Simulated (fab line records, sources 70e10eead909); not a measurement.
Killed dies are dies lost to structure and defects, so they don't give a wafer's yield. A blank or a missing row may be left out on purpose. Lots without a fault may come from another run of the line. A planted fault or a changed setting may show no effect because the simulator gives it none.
fab line records | flow nand_harc
record lots=12 wafers=36 last_day=24
route steps=1159 shown A_CONTACT@918 HYBRID_BOND@1094 THIN_TSV@1116 END@1159
lots that met no fault: from a run of the same line without faults
start_h: hours from the record's first day to the start of the lot's first wafer shown | wait_h: hours since the lot's step before | " the same as in the row above | L1.1+2: a row that stands for several wafers | - no value, or no start given | * or withheld: withheld | < > ~ a bound
route shown NAME@n: a module of which the file shows steps, and the number in the route of the first | usual: mean/standard deviation of fault-free wafers | same: alike in all rows | chamber/n: place in a boat | sites: the reading at each site | _std_site: their standard deviation | _edge_site: outer sites' mean less inner sites' | radius_mm: how far each site lies from the wafer's centre | mask NAME#n: copy n | behind: the tool/chamber that last shaped the wafer | hold: why the lot was held/for how many hours/how that ended | device: the transistor (n, p or np) that didn't switch | end of line: the same wafers' tests at the end of the route | a step without rows: its recipe alone | killed: dies lost to structure and defects at the first sort, not the wafer's yield | map: a wafer's dies, x killed, . not, _ none there
set.NAME: the setting as run; set.NAME@STEP: as run at that earlier step | model.NAME: the simulator's own value behind a step, which no gauge read
steps of the route over a sample of lots; a table a step, a row a wafer
services: from which hour (start_h, from the record's first day; less than 0 if before it) a tool's chamber was out of use, for how many hours, and why
## steps
# step NHARC_A_CONTACT_STRIP_104
# recipe cf4_flow_sccm=100 chf3_flow_sccm=30 ar_flow_sccm=0 bias_w=0 chemistry=CF4/CHF3
# columns lot.wafer tool chamber start_h wait_h
L924.2+3+6 rie_diel-03 3,1,2 386.66 0.1
L923.2+3+5 rie_diel-06 0,1,0 388.04 0.1
L925.3+2+5 rie_diel-03 2,3,2 389.90 0.1
L928.2+5+6 rie_diel-06 2,3,0 401.39 0.1
L926.3+2+5 rie_diel-06 3,0,2 406.62 0.1
L922.2+4+6 rie_diel-06 3,2,0 414.67 0.1
L935.1+3+6 rie_diel-06 3,0,2 449.84 0.1
L939.2+3+6 rie_diel-07 1,3,2 490.93 0.1
L940.2+3+6 rie_diel-07 1,0,1 492.02 0.1
L941.3+2+5 rie_diel-07 0,1,0 496.18 0.1
L943.4+2+1 rie_diel-07 2,3,0 505.66 0.1
L944.3+6+5 rie_diel-07 2,0,1 511.43 0.1
# step NHARC_HYBRID_BOND_ACTIVATE_00
# recipe time_s=60 n2_flow_sccm=200 ar_flow_sccm=0 bias_power_w=0 chemistry=N2
# usual drypump_motor_current_A=6.0/0.41 oes_product_au=0.996/0.0099 rf_vpp_V=64.1/0.86 showerhead_plenum_p_Torr=1.75/0.068
# columns lot.wafer tool chamber start_h wait_h drypump_motor_current_A oes_product_au rf_hours_counter_h rf_vpp_V showerhead_plenum_p_Torr
L924.2 rie_diel-08 0 418.71 0.1 5.8 0.994 9 63.9 1.82
L924.3 " 3 " " 5.9 0.994 11 65.1 1.68
L924.6 " 0 " " 5.8 0.994 - 64.7 1.82
L923.2 rie_diel-08 1 421.62 0.1 6.7 0.993 11 65.2 1.71
L923.3 " 3 " " 5.9 0.992 11 64.2 1.68
L923.5 " 1 " " 6.7 0.985 - 63.2 1.71
L925.3 rie_diel-08 1 423.17 0.1 6.8 0.997 11 63.4 1.71
L925.2 " 2 " " 6.0 0.992 11 64.7 1.79
L925.5 " 0 " " 5.8 0.983 - 65.7 1.82
L928.2 rie_diel-08 1 426.40 0.1 6.8 0.985 12 64.9 1.71
L928.5 " 1 " " 6.8 1.001 - 64.2 1.71
L928.6 " 2 " " 6.0 0.989 - 63.5 1.79
L926.2 rie_diel-13 3 432.99 0.1 5.8 1.009 54 65.0 1.90
L926.3 " 1 " " 5.4 1.001 52 63.6 1.77
L926.5 " 1 " " 5.4 1.006 - 63.8 1.78
L922.2 rie_diel-08 3 445.97 0.1 5.9 0.998 13 63.9 1.68
L922.4 " 0 " " 5.8 0.994 12 64.1 1.82
L922.6 " 3 " " 5.9 0.993 - 63.3 1.68
L935.3 rie_diel-08 0 491.95 0.1 5.8 0.999 1 65.0 1.82
L935.1 " 1 " " 6.8 0.999 0 62.6 1.70
L935.6 " 0 " " 5.8 1.004 - 64.3 1.82
L939.2 rie_diel-08 0 520.91 0.3 5.8 1.013 3 64.8 1.81
L939.3 " 3 " " 5.9 0.988 4 64.3 1.68
L939.6 " 3 " " 5.9 1.005 - 64.6 1.68
L940.3 rie_diel-08 0 523.98 0.1 5.9 1.002 4 64.4 1.81
L940.2 " 2 " " 6.0 0.989 4 63.9 1.79
L940.6 " 0 " " 5.8 1.002 - 64.3 1.81
L941.3 rie_diel-08 3 524.31 0.1 5.9 0.997 5 64.2 1.68
L941.2 " 0 " " 5.9 0.986 4 62.1 1.81
L941.5 " 0 " " 5.8 0.992 - 62.2 1.81
L943.2 rie_diel-13 3 532.45 0.1 5.8 0.995 24 66.5 1.89
L943.4 " 0 " " 5.3 1.002 28 63.7 1.80
L943.1 " 1 " " 5.4 1.030 30 64.1 1.76
L944.3 rie_diel-08 3 536.25 0.1 5.9 0.991 6 64.2 1.68
L944.5 " 3 " " 5.9 0.992 - 64.2 1.68
L944.6 " 0 " " 5.8 1.002 - 64.0 1.81
# step NHARC_THIN_TSV_CD_MEAS_12
# recipe target_cd_nm=1000 landing_energy_ev=500
# usual cd_nm=1000.2/1.6
# columns lot.wafer tool chamber start_h wait_h cd_nm
L924.2 cd_sem-02 0 431.18 - 998.8
L924.3 " 0 " " 997.7
L924.6 " 0 " " 998.3
L923.2 cd_sem-01 0 432.29 - 999.1
L923.3 " 0 " " 1001.4
L923.5 " 0 " " 998.3
L925.2 cd_sem-02 0 438.58 - 1002.8
L925.3 " 0 " " 999.6
L925.5 " 0 " " 997.2
L928.2 cd_sem-02 0 439.80 - 1001.1
L928.5 " 0 " " 999.2
L928.6 " 0 " " 1000.9
L926.2 cd_sem-01 0 447.88 - 1002.1
L926.3 " 0 " " 1001.9
L926.5 " 0 " " 1000.9
L922.2 cd_sem-02 0 458.43 - 1000.0
L922.4 " 0 " " 1002.1
L922.6 " 0 " " 1000.0
L935.1 cd_sem-03 0 504.44 - 1001.0
L935.3 " 0 " " 996.9
L935.6 " 0 " " 1000.0
L939.2 cd_sem-02 0 533.42 - 999.4
L939.3 " 0 " " 998.6
L939.6 " 0 " " 1001.7
L940.2 cd_sem-01 0 534.93 - 1002.4
L940.3 " 0 " " 1004.5
L940.6 " 0 " " 1001.3
L941.2 cd_sem-01 0 537.85 - 1003.5
L941.3 " 0 " " 999.8
L941.5 " 0 " " 1001.7
L943.1 cd_sem-02 0 545.85 - 999.3
L943.2 " 0 " " 1002.2
L943.4 " 0 " " 997.5
L944.3 cd_sem-02 0 547.16 - 1001.8
L944.5 " 0 " " 999.4
L944.6 " 0 " " 1000.1
# step NHARC_THIN_TSV_PRE_CLEAN_54
# recipe time_s=30 temp_c=280 gas=H2/He
# usual heater_power_w=410/44 susceptor_temp_C=280.01/0.18
# columns lot.wafer tool chamber start_h wait_h heater_power_w susceptor_temp_C
L924.2 pvd_sputter-01 - 436.17 0.0 441 280.08
L924.3 " - " " 389 280.09
L924.6 " - " " 370 280.31
L923.3 pvd_sputter-03 - 437.15 0.1 393 -
L923.2 " - " " 414 -
L923.5 " - " " 387 -
L925.3 pvd_sputter-01 - 443.60 0.1 386 -
L925.2 " - " " 365 -
L925.5 " - " " 436 -
L928.2 pvd_sputter-02 - 444.85 0.1 422 280.00
L928.6 " - " " 391 279.87
L928.5 " - " " 378 279.97
L926.2 pvd_sputter-02 - 452.75 0.1 383 279.66
L926.3 " - " " 383 280.38
L926.5 " - " " 420 280.11
L922.4 pvd_sputter-02 - 463.27 0.1 394 280.13
L922.2 " - " " 380 279.99
L922.6 " - " " 382 280.00
L935.1 pvd_sputter-01 - 509.50 0.0 387 280.05
L935.3 " - " " 434 280.03
L935.6 " - " " 372 280.25
L939.2 pvd_sputter-01 - 538.58 0.1 424 280.18
L939.3 " - " " 383 279.92
L939.6 " - " " 423 279.90
L940.2 pvd_sputter-03 - 539.77 0.1 396 279.93
L940.3 " - " " 402 280.32
L940.6 " - " " 386 279.93
L941.2 pvd_sputter-02 - 542.73 0.1 391 -
L941.3 " - " " 384 -
L941.5 " - " " 517 -
L943.1 pvd_sputter-02 - 550.83 0.1 389 -
L943.2 " - " " 390 -
L943.4 " - " " 415 -
L944.3 pvd_sputter-03 - 552.16 0.1 400 280.13
L944.5 " - " " 402 280.01
L944.6 " - " " 389 279.77
# step NHARC_END_SORT_01
# recipe temp_c=25
# usual killed_at_array=21/8.9 killed_at_other=0.8/1.3 killed_at_periphery=3.6/2.4 killed_dies=26/8.9 killed_open=3.1/1.8 killed_short=1.9/1.3
# same gross_dies=677
# columns lot.wafer tool chamber start_h wait_h killed_at_array killed_at_other killed_at_periphery killed_dies killed_open killed_short
L935.1 prober-01 0 523.54 2.5 30 2 7 39 4 1
L935.3 prober-01 0 525.14 3.1 88 0 8 96 4 2
L935.6 prober-01 0 527.54 4.0 28 0 0 28 4 0
# killed by level:class
L935.1 A_CHANNEL_HOLE_D1:chamber_film_flake=20 P_ZERO_WELL:chamber_film_flake=4 A_SLIT:chamber_film_flake=4 A_CONTACT:geometric_particle:open=2 A_CONTACT:chamber_film_flake=2 HYBRID_BOND:chamber_film_flake=2 P_GATE:geometric_particle:short=1 P_GATE:geometric_particle:open=1
L935.3 A_CONTACT:unspecified=59 A_CHANNEL_HOLE_D1:chamber_film_flake=17 P_ZERO_WELL:chamber_film_flake=5 A_SLIT:chamber_film_flake=5 P_GATE:geometric_particle:open=1 P_M1:geometric_particle:open=1 A_CHANNEL_FILL_D1:geometric_particle:open=1 A_CHANNEL_FILL_D1:geometric_particle:short=1
L935.6 A_CHANNEL_HOLE_D1:chamber_film_flake=13 A_SLIT:chamber_film_flake=9 A_BLC:geometric_particle:open=2 A_CHANNEL_FILL_D1:geometric_particle:open=1 A_M0:geometric_particle:open=1 A_WL_FILL:chamber_film_flake=1 A_CONTACT:chamber_film_flake=1
## services
# columns tool chamber start_h hours kind
rie_diel-07 2 368.52 7.9 repair
rie_diel-03 1 370.70 3.7 repair
rie_diel-03 2 373.90 5.3 repair
rie_diel-07 1 381.97 31.8 repair
pvd_sputter-02 - 392.04 10.0 pm
rie_diel-03 - 392.98 9.0 pm
pvd_sputter-03 - 397.09 2.5 repair
rie_diel-07 - 405.26 9.0 pm
rie_diel-08 0 410.20 6.9 repair
rie_diel-06 - 418.51 9.0 pm
rie_diel-06 0 431.42 6.5 repair
rie_diel-07 2 448.88 4.5 repair
rie_diel-13 - 453.05 9.0 pm
pvd_sputter-03 - 458.00 10.0 pm
rie_diel-06 2 464.73 36.3 repair
rie_diel-13 3 476.71 3.8 repair
rie_diel-08 - 478.80 9.0 pm
rie_diel-07 3 479.40 6.8 repair
rie_diel-03 0 483.23 6.2 repair
rie_diel-13 0 485.75 2.5 repair
pvd_sputter-02 - 495.66 7.5 repair
rie_diel-08 0 501.42 9.7 repair
rie_diel-08 1 513.56 11.1 repair
rie_diel-08 - 535.17 0.4 repair
## key
first_sign step=NHARC_END_SORT_01 reading=killed_dies direction=up sigmas=7.9 usual=26 struck=96
effect step=NHARC_END_SORT_01 reading=killed_at_array direction=up sigmas=7.5 usual=21 struck=88
more_kills_born_at NHARC_A_CONTACT_STRIP_104@rie_diel-06=58
met_at NHARC_A_CONTACT_STRIP_104
struck_lots L935
struck_wafers L935.3
tester_left_out L935
not_acting_at NHARC_HYBRID_BOND_ACTIVATE_00,NHARC_THIN_TSV_CD_MEAS_12,NHARC_THIN_TSV_PRE_CLEAN_54
onset_between 414.67 449.84
fault kind=chamber_particle_source tool=rie_diel-06 chamber=0 onset_h=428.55 steps=NHARC_A_CONTACT_STRIP_104 rate_per_visit_cm2=0.99024 end_h=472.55
# tester_left_out: of these lots the tester's yield and bins aren't shown, on N5 and GAA mostly nor the transistor test; their killed dies are dies lost to structure and defects alone, not to doping, threshold or leakage, so they don't give the yield
